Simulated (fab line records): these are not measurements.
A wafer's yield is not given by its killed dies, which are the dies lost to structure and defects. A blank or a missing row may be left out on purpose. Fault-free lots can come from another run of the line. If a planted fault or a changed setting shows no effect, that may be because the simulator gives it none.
Struck lot and sound lot, side by side -- flow nand-harc -- 17 out of 1159 route steps
Sound: wafers L958.2, L958.3, L958.5. Struck: wafers L967.1, L967.2, L967.4. The cause is given at the end.
Per side, at each step with rows, come the tool, then ch with its chambers, and then its first start. Under that, the readings that differ: sound wafers -- struck wafers -- difference of the means -- sigmas: that difference in standard deviations of wafers without a fault.
alike: readings whose means differ by less than 2 such deviations, and words and numbers that are the same on both sides. not compared: withheld readings, readings that some wafer has no value for, bounds like >300 that may hide the same value, and numbers for which the record gives no deviation and whose values overlap.
A row with sigmas, a row that says differs or no value, or rows on one side alone: a step with any of these is where the two part. Numbers that don't overlap but have no deviation are shown without sigmas and don't part them. A reading that every wafer of one side lacks parts them only if that side has two wafers or more.

NHARC_P_M2_INSPECT_11:
  sound on defect-inspect-01, day 7 06:28; struck on defect-inspect-01, day 9 16:04
  alike: raw-defect-count
NHARC_P_M2_DESCUM_14: chemistry O2, time 3 s.
  sound on rie-diel-03 ch 0,1,2, day 7 06:32; struck on rie-diel-03 ch 0,1,2, day 9 16:07
  alike: drypump-motor-current-A, oes-product-au, rf-vpp-V, showerhead-plenum-p-Torr, throttle-valve-pct
  not compared: rf-hours-counter-h
then, 1 step without rows for these wafers: NHARC_P_M2_ETCH_35 (etches the open film in N2/H2, target depth 40 nm, overetch 12 nm, time 43.94 s).
NHARC_P_M2_ETCH_15: etches the open film in C4F8/Ar, target depth 182.5 nm, time 91.2 s.
  sound: rie-diel-03 ch 0,1,2; struck: rie-diel-03 ch 0,2,3
  alike: oes-product-au, rf-vpp-V
  not compared: rf-hours-counter-h
NHARC_P_M2_CD_MEAS_16:
  sound on cd-sem-01, day 7 06:53; struck on cd-sem-02, day 9 16:26
  alike: cd-nm
then, 1 step without rows for these wafers: NHARC_P_M2_STRIP_18 (strips in N2/H2).
NHARC_P_M2_ETCH_28: etches the open film in CF4/N2, target depth 30 nm, time 72.99 s.
  sound: rie-diel-03 ch 0,3; struck: rie-diel-03 ch 1,2,3
  alike: drypump-motor-current-A, oes-product-au, rf-vpp-V, showerhead-plenum-p-Torr, throttle-valve-pct
  not compared: rf-hours-counter-h
then, 2 steps without rows for these wafers: NHARC_P_M2_STRIP_19 (strips in post etch residue remover, time 600 s); NHARC_P_M2_DEGAS_29 (time 60 s).
NHARC_P_M2_PRE_CLEAN_30: time 30 s.
  sound on pvd-sputter-03; struck on pvd-sputter-02
  alike: heater-power-w
then, 1 step without rows for these wafers: NHARC_P_M2_PVD_20 (deposits TaN, target thk 5 nm, time 8.06 s).
NHARC_P_M2_PVD_21: deposits Cu, target thk 30 nm, time 20.49 s.
  sound on pvd-sputter-03; struck on pvd-sputter-02
  alike: throttle-valve-pct
NHARC_P_M2_ECD_22: material Cu, target thk 400 nm.
  sound on ecd-cu-02 ch 0, day 7 08:01; struck on ecd-cu-01 ch 0,1, day 9 18:04
then, 1 step without rows for these wafers: NHARC_P_M2_ANNEAL_31 (time 90 s).
NHARC_P_M2_CMP_23: polishes, t overpolish 20 s, target thk 144.3 nm.
  sound on cmp-01 ch 0,1,2, day 7 08:44; struck on cmp-01 ch 0,1,2, day 9 18:54
reading,sound,struck,difference,sigmas
time-to-endpoint-s (s),28.2 29.3 29.5,62.4 63.0 60.2,+32.9,+13
  alike: motor-current-A
NHARC_P_M2_THK_MEAS_24: measures by xrf.
  sound on film-metro-01, day 7 09:01; struck on film-metro-01, day 9 19:11
  alike: thk-nm
-- break in the record here, with 12 days between the starts of the struck wafers on either side (left off in module P_M2, picked up again in module END, where the first step shown is number 1159 on the route) --
NHARC_END_SORT_01:
  sound on prober-01 ch 0, day 20 04:42; struck on prober-02 ch 0, day 22 03:17
reading,sound,struck,difference,sigmas
sort_bin_3_pct (%),0.15 0 0,0.74 0.30,+0.47,+2
  alike: defect-limited-yield, killed-at-array, killed-at-other, killed-at-periphery, killed-dies, killed-open, killed-short, sort_bin_2_pct, sort_bin_4_pct, sort-n-pass, sort-rim-yield-pct, sort-yield-pct

## WHERE THEY PART
Earliest at NHARC_P_M2_CMP_23; latest, in this record, at NHARC_END_SORT_01.

WHY: what had been put in by the simulator
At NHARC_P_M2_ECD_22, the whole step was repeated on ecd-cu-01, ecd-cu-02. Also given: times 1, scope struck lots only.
